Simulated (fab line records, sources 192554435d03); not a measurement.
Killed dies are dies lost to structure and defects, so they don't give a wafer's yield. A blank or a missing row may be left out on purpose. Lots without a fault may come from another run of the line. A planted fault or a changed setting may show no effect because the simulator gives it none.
A struck lot beside a sound one | flow n5_finfet | 38 steps out of a route of 1938
Sound: wafers L450.1, L450.2, L450.6. Struck: wafer L440.5. (L440.3, L440.6 of the same lot were not struck and are left out.) The cause comes at the end.
At each step with rows: each side's tool, then ch and its chambers, then its first start. Under that, the readings that differ: sound wafers | struck wafers | difference of the means | sigmas: that difference in standard deviations of wafers without a fault.
alike: readings whose means differ by less than 2 such deviations, and words and numbers that are the same on both sides. not compared: withheld readings, readings that some wafer has no value for, bounds like >300 that may hide the same value, and numbers for which the record gives no deviation and whose values overlap.
The two part at a step that has a row with sigmas, a row that says differs or no value, or rows on one side only. Numbers that don't overlap but have no deviation are shown without sigmas and don't part them. A reading that every wafer of one side lacks parts them only if that side has two wafers or more.

first, 9 steps without rows for these wafers: N5_BEOL_M0_ANNEAL_135 (time 60 s); N5_BEOL_M0_SPUTTER_141 (material Cu, target thk 4 nm, time 7.37 s); N5_BEOL_M0_ECD_118 (material Cu, target thk 300 nm); N5_BEOL_M0_ANNEAL_119 (time 90 s); N5_BEOL_M0_CMP_120 (polishes, stops on SiOC, t overpolish 6.9 s); N5_BEOL_M0_PRE_CLEAN_131 (time 15 s); N5_BEOL_M0_CO_CAP_123 (material Co, precursor CCTBA/H2, target thk 2 nm, time 102.1 s); N5_BEOL_M0_PRE_CLEAN_124 (time 15 s); N5_BEOL_M0_DEP_125 (deposits SiCN from 3MS/NH3, target thk 8 nm, time 14 s).
N5_BEOL_M1_ILD_DEP_00: deposits SiOC from DEMS/O2, target thk 79 nm, time 15.3 s.
  sound on pecvd-04 ch 0,1,2, day 11 20:32; struck on pecvd-04 ch 0, day 9 11:23
  reading                                      | sound             | struck | difference | sigmas
  chamber_pressure_Torr (Torr)                 | 4.998 5.004 5.010 | 4.981  | -0.023     | -2
  model.SiOC_of_BEOL_M1_ILD_DEP_00.thk_nm (nm) | 80.2 78.2 80      | 92.6   | +13.1      |
  alike: heater_power_w, showerhead_plenum_p_Torr, throttle_valve_pct
N5_BEOL_M1_THK_MEAS_01:
  sound on film_metro-02, day 11 20:37; struck on film_metro-02, day 9 11:27
  reading         | sound          | struck | difference | sigmas
  M1_ILD_THK (nm) | 80.2 78.1 80.0 | 92.6   | +13.2      | +10
then, 24 steps without rows for these wafers: N5_BEOL_M1_PECVD_72 (deposits SiO2 from TEOS/O2, target thk 16 nm, time 18 s); N5_BEOL_M1_HM_DEP_02 (deposits TiN, target thk 20 nm); N5_BEOL_M1_COAT_61 (time 60 s, resist thk 60 nm); N5_BEOL_M1_COAT_62 (time 60 s, resist thk 12 nm); N5_BEOL_M1_COAT_73 (time 60 s, resist thk 5 nm); N5_BEOL_M1_COAT_05 (resist thk 30 nm); N5_BEOL_M1_EBR_07; N5_BEOL_M1_SOFTBAKE_06 (time 60 s); N5_BEOL_M1_EXPOSE_08 (exposes mask M1); N5_BEOL_M1_PEB_09 (peb time 60 s); N5_BEOL_M1_DEVELOP_10 (develop time 30 s); N5_BEOL_M1_DESCUM_16 (chemistry O2, time 7 s); N5_BEOL_M1_ETCH_74 (etches underlayer in N2/H2, target depth 6.5 nm, time 5.2 s); N5_BEOL_M1_ETCH_63 (etches SiARC in CF4, target depth 15.6 nm, time 26 s); N5_BEOL_M1_ETCH_64 (etches SOC in N2/H2, target depth 75 nm, overetch 15 nm, time 112.5 s); N5_BEOL_M1_STRIP_65 (strips in N2/H2); N5_BEOL_M1_STRIP_75 (strips in N2/H2); N5_BEOL_M1_STRIP_66 (strips in CF4); N5_BEOL_M1_HM_OPEN_17 (chemistry Cl2/BCl3, target TiN, target depth 20 nm, overetch 6 nm); N5_BEOL_M1_STRIP_19 (strips in O2); N5_BEOL_M1_COAT_67 (time 60 s, resist thk 60 nm); N5_BEOL_M1_COAT_68 (time 60 s, resist thk 12 nm); N5_BEOL_M1_COAT_76 (time 60 s, resist thk 5 nm); N5_BEOL_M1_COAT_22 (resist thk 30 nm).
N5_BEOL_M1_CMP_52: polishes, stops on SiOC, t overpolish 6.8 s, target thk 40 nm.
  sound on cmp-02 ch 0,3, day 12 19:16; struck on cmp-02 ch 1, day 10 17:49
  reading                                      | sound          | struck | difference | sigmas
  model.SiOC_of_BEOL_M1_ILD_DEP_00.thk_nm (nm) | 79.2 77.2 79   | 91.6   | +13.1      |
  model.Cu_of_BEOL_M1_ECD_50.thk_nm (nm)       | 40.4 40.6 42.2 | 52     | +11        |
  alike: motor_current_A, slurry_filter_dp_kPa
N5_BEOL_M4_RC_MEAS_101:
  sound on prober-01 ch 0, day 15 04:20; struck on prober-02 ch 0, day 12 02:12
  reading       | sound          | struck | difference | sigmas
  SS_P (mV/dec) | 74.8 73.8 73.3 | 72.1   | -1.9       | -2
  alike: DIBL_N, DIBL_P, IOFF_N, IOFF_P, ION_N, ION_P, SS_N, VT_N, VT_P
then, 1 step without rows for these wafers: N5_PASSIVATION_PROBE_49.

WHERE THEY PART
First at N5_BEOL_M1_ILD_DEP_00; last, within this record, at N5_BEOL_M4_RC_MEAS_101.

WHY: what the simulator had put in
Process parameter drift: pecvd-04, from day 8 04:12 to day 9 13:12, at N5_BEOL_M1_ILD_DEP_00. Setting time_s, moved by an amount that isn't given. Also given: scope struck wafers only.
